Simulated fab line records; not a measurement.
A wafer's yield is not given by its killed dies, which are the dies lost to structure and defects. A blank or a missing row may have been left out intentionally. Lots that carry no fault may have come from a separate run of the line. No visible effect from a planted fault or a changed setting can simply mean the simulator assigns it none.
Which of the tools did it? | flow n5-finfet | 33 wafers from 11 lots sampled at 5 of the route's 1938 steps

## WHAT THE GAUGES SHOWED, per wafer
N5_BEOL_M3_CD_MEAS_11 targets a cd of 17.05 nm. Usual: 17.00 nm for cd-nm, sd 0.27.
lot  | measured     | on        | cd-nm (nm)        | flag
L651 | day 7 16:13  | cd-sem-01 | 16.82 17.41 17.10 |
L652 | day 8 02:58  | cd-sem-03 | 16.91 16.90 17.16 |
L653 | day 9 01:20  | cd-sem-01 | 17.27 16.90 17.24 |
L656 | day 9 08:08  | cd-sem-01 | 17.47 17.39 17.48 |
L657 | day 9 20:30  | cd-sem-01 | 17.30 16.44 16.89 |
L655 | day 10 08:58 | cd-sem-01 | 16.69 16.90 17.04 |
L662 | day 11 12:59 | cd-sem-03 | 16.76 16.84 17.19 |
L663 | day 11 17:28 | cd-sem-03 | 16.72 16.52 17.04 |
L670 | day 12 21:40 | cd-sem-02 | 16.74 16.62 16.69 |
L672 | day 13 09:35 | cd-sem-02 | 16.86 17.25 17.41 |
L673 | day 13 18:14 | cd-sem-02 | 17.30 16.73 16.92 |

N5_BEOL_M4_RC_MEAS_101. Usual: DIBL_N 36.1 mV/V, standard deviation 1.9; DIBL_P 36.1 mV/V, standard deviation 2.4; IOFF_N 0.15 nA/um, standard deviation 0.032; IOFF_P 0.21 nA/um, standard deviation 0.036; ION_N 673 uA/um, standard deviation 12; ION_P 463 uA/um, standard deviation 7.6; SS_N 71.5 mV/dec, standard deviation 0.63; SS_P 73.1 mV/dec, standard deviation 0.65; VT_N 251 mV, standard deviation 3.1; VT_P -250 mV, standard deviation 3.2.
lot  | measured     | on        | DIBL_N (mV/V)  | DIBL_P (mV/V)  | IOFF_N (nA/um) | IOFF_P (nA/um) | ION_N (uA/um) | ION_P (uA/um) | SS_N (mV/dec)  | SS_P (mV/dec)  | VT_N (mV)   | VT_P (mV)      | flag
L651 | day 10 06:14 | prober-02 | 40.9 39.8 40.4 | 42.8 41.1 41.4 | 0.23 0.23 0.22 | 0.29 0.26 0.25 | 690 686 673   | 468 462 460   | 72.8 72.7 72.8 | 75.1 74.3 74.4 | 246 245 247 | -246 -250 -250 |
L652 | day 11 10:25 | prober-02 | 37.5 39.4 38.0 | 36.6 38.6 37.5 | 0.18 0.22 0.19 | 0.25 0.29 0.26 | 687 698 678   | 478 480 471   | 72.1 72.3 72.5 | 73.1 73.4 74.3 | 247 247 245 | -247 -246 -247 |
L653 | day 11 12:30 | prober-01 | 36.1 36.1 32.9 | 36.1 36.4 31.6 | 0.15 0.13 0.10 | 0.18 0.18 0.13 | 664 658 649   | 452 453 440   | 71.5 71.5 70.6 | 74.1 73.6 72.3 | 252 253 256 | -254 -253 -259 |
L656 | day 11 18:07 | prober-01 | 35.8 34.8 37.6 | 35.1 34.5 37.9 | 0.13 0.13 0.18 | 0.20 0.19 0.25 | 658 687 688   | 457 471 471   | 71.8 70.7 71.8 | 73.2 72.7 73.7 | 253 251 248 | -253 -251 -247 |
L657 | day 11 22:26 | prober-02 | 39.6 38.0 36.0 | 39.8 37.3 36.4 | 0.20 0.16 0.13 | 0.28 0.22 0.22 | 697 693 665   | 482 468 466   | 72.4 71.1 70.8 | 73.5 72.6 73.5 | 247 249 252 | -246 -249 -246 |
L655 | day 12 02:32 | prober-01 | 36.4 36.0 36.7 | 37.3 36.2 37.5 | 0.16 0.15 0.17 | 0.22 0.20 0.22 | 674 678 683   | 461 470 468   | 72.7 72.3 72.2 | 73.3 72.6 73.2 | 251 252 248 | -247 -251 -247 |
L662 | day 13 14:55 | prober-02 | 34.3 37.0 36.1 | 33.8 37.7 36.3 | 0.12 0.17 0.15 | 0.15 0.21 0.18 | 655 677 671   | 449 456 455   | 71.3 71.9 71.4 | 72.6 73.0 72.8 | 257 252 252 | -256 -251 -255 |
L663 | day 13 21:08 | prober-02 | 35.0 36.9 35.4 | 34.0 35.9 33.5 | 0.13 0.15 0.13 | 0.18 0.21 0.18 | 681 660 670   | 470 453 458   | 70.8 72.0 71.0 | 72.6 72.5 72.5 | 253 253 250 | -253 -251 -254 |
L670 | day 15 08:17 | prober-01 | 35.9 36.0 35.8 | 36.1 36.8 36.2 | 0.15 0.15 0.14 | 0.22 0.24 0.22 | 673 685 662   | 465 476 459   | 71.6 71.4 71.3 | 73.0 73.6 73.4 | 250 250 253 | -251 -246 -250 |
L672 | day 16 02:02 | prober-02 | 37.3 36.7 38.2 | 36.8 37.6 38.7 | 0.18 0.17 0.22 | 0.22 0.24 0.26 | 680 677 698   | 462 469 471   | 72.5 71.2 71.9 | 73.3 72.6 73.5 | 250 248 244 | -248 -247 -245 |
L673 | day 16 01:57 | prober-01 | 36.0 36.3 37.1 | 38.2 37.8 38.4 | 0.16 0.16 0.18 | 0.22 0.20 0.22 | 676 672 672   | 464 458 462   | 71.4 72.0 72.2 | 73.3 73.1 73.3 | 253 254 252 | -250 -249 -250 |

## TOOL THAT RAN EACH LOT (tool first, then ch and the chambers of the sampled wafers, then the start)
lot  | N5_BEOL_M2_CO_CAP_55             | N5_BEOL_M3_HM_DEP_02         | N5_BEOL_M3_COAT_61
L651 | cvd-co-01 ch 1,2, day 7 15:14    | pvd-sputter-03, day 7 15:42  | litho-track-01 ch 0, day 7 15:50
L652 | cvd-co-01 ch 2, day 8 02:08      | pvd-sputter-01, day 8 02:35  | litho-track-01 ch 0, day 8 02:43
L653 | cvd-co-02 ch 0,1,2, day 8 23:59  | pvd-sputter-01, day 9 00:49  | litho-track-03 ch 0, day 9 00:57
L656 | cvd-co-02 ch 0,1,2, day 9 07:20  | pvd-sputter-01, day 9 07:44  | litho-track-01 ch 0, day 9 07:52
L657 | cvd-co-02 ch 0,1, day 9 16:53    | pvd-sputter-03, day 9 20:06  | litho-track-02 ch 0, day 9 20:14
L655 | cvd-co-01 ch 0,1,2, day 10 08:01 | pvd-sputter-03, day 10 08:26 | litho-track-02 ch 0, day 10 08:34
L662 | cvd-co-02 ch 0,1,2, day 11 09:41 | pvd-sputter-03, day 11 12:35 | litho-track-01 ch 0, day 11 12:43
L663 | cvd-co-02 ch 0,1,2, day 11 15:58 | pvd-sputter-01, day 11 16:57 | litho-track-01 ch 0, day 11 17:04
L670 | cvd-co-01 ch 1,2, day 12 19:13   | pvd-sputter-03, day 12 21:17 | litho-track-02 ch 0, day 12 21:25
L672 | cvd-co-02 ch 0,1, day 13 07:16   | pvd-sputter-02, day 13 09:05 | litho-track-03 ch 0, day 13 09:12
L673 | cvd-co-02 ch 0,1,2, day 13 17:19 | pvd-sputter-01, day 13 17:43 | litho-track-03 ch 0, day 13 17:51
- N5_BEOL_M2_CO_CAP_55: material Co, precursor CCTBA/H2, target thk 2 nm, time 102.1 s.
- N5_BEOL_M3_HM_DEP_02: deposits TiN, target thk 20 nm.
- N5_BEOL_M3_COAT_61: time 60 s, resist thk 60 nm.

## AS READ BY THE TOOLS THEMSELVES (means over the sampled wafers that have a number; for cases with no such wafer, the mark the record gives instead)
N5_BEOL_M2_CO_CAP_55. Usual: 228 W for heater-power-w, sd 16.
lot  | tool      | heater-power-w (W) | flag
L651 | cvd-co-01 | 217                |
L652 | cvd-co-01 | 218                |
L653 | cvd-co-02 | 238                |
L656 | cvd-co-02 | 239                |
L657 | cvd-co-02 | 225                |
L655 | cvd-co-01 | 217                |
L662 | cvd-co-02 | 238                |
L663 | cvd-co-02 | 237                |
L670 | cvd-co-01 | 215                |
L672 | cvd-co-02 | 228                |
L673 | cvd-co-02 | 242                |

N5_BEOL_M3_HM_DEP_02. Usual: 30.2 % for throttle-valve-pct, sd 0.9.
lot  | tool           | throttle-valve-pct (%) | flag
L651 | pvd-sputter-03 | 30.0                   |
L652 | pvd-sputter-01 | 30.2                   |
L653 | pvd-sputter-01 | 30.9                   |
L656 | pvd-sputter-01 | 30.0                   |
L657 | pvd-sputter-03 | 29.6                   |
L655 | pvd-sputter-03 | 30.2                   |
L662 | pvd-sputter-03 | 30.1                   |
L663 | pvd-sputter-01 | 30.8                   |
L670 | pvd-sputter-03 | 29.3                   |
L672 | pvd-sputter-02 | 30.6                   |
L673 | pvd-sputter-01 | 30.0                   |

N5_BEOL_M3_COAT_61. Usual: 1499.9 rpm for spin-speed-rpm, sd 1.1.
lot  | tool           | spin-speed-rpm (rpm) | flag
L651 | litho-track-01 | 1499.5               |
L652 | litho-track-01 | 1499.0               |
L653 | litho-track-03 | 1500.7               |
L656 | litho-track-01 | 1498.5               |
L657 | litho-track-02 | 1499.0               |
L655 | litho-track-02 | 1500.7               |
L662 | litho-track-01 | 1440.4               | OFF
L663 | litho-track-01 | 1438.9               | OFF
L670 | litho-track-02 | 1500.3               |
L672 | litho-track-03 | 1500.1               |
L673 | litho-track-03 | 1499.5               |

## THE ANSWER, worked out from the rows above alone
Rule: take the mean of a lot's wafers that have a number; if it is more than 3 standard deviations from the usual mean, the lot is off. Also off: a lot with no number at a reading for which 4 or more lots have one. Where the step has rows for the other lots, those lots are counted as sound. Order of review: gauges by route order, followed by the tools' own readings, for which a lot's mean as printed above is used. The first step at which some lot is off is used, and at that step the reading that is off furthest; a lot without a number counts as furthest.
Off, at N5_BEOL_M3_COAT_61 on spin-speed-rpm: L662, L663.
If a tool, at that step or one of the process steps before it, ran each lot that is off and ran no sound lot following the first of them, it fits. One candidate fits, namely litho-track-01 at N5_BEOL_M3_COAT_61. A fault onset in the window from L656 (day 9 07:52, its last sound lot) to L662 (day 11 12:43, its first lot off) fits.
The tool's own readings at N5_BEOL_M3_COAT_61 bear it out: on the lots that are off they differ by more than 5 times the standard deviation of the sound lots' means. spin-speed-rpm reads 1439.7 rpm there against 1499.7 rpm on the sound lots.

## WHAT HAD BEEN PUT IN BY THE SIMULATOR
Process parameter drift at N5_BEOL_M3_COAT_61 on litho-track-01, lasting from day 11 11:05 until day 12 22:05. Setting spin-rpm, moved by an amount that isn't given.
Shown lots that were struck: L662, L663. The same result came from the rule above.
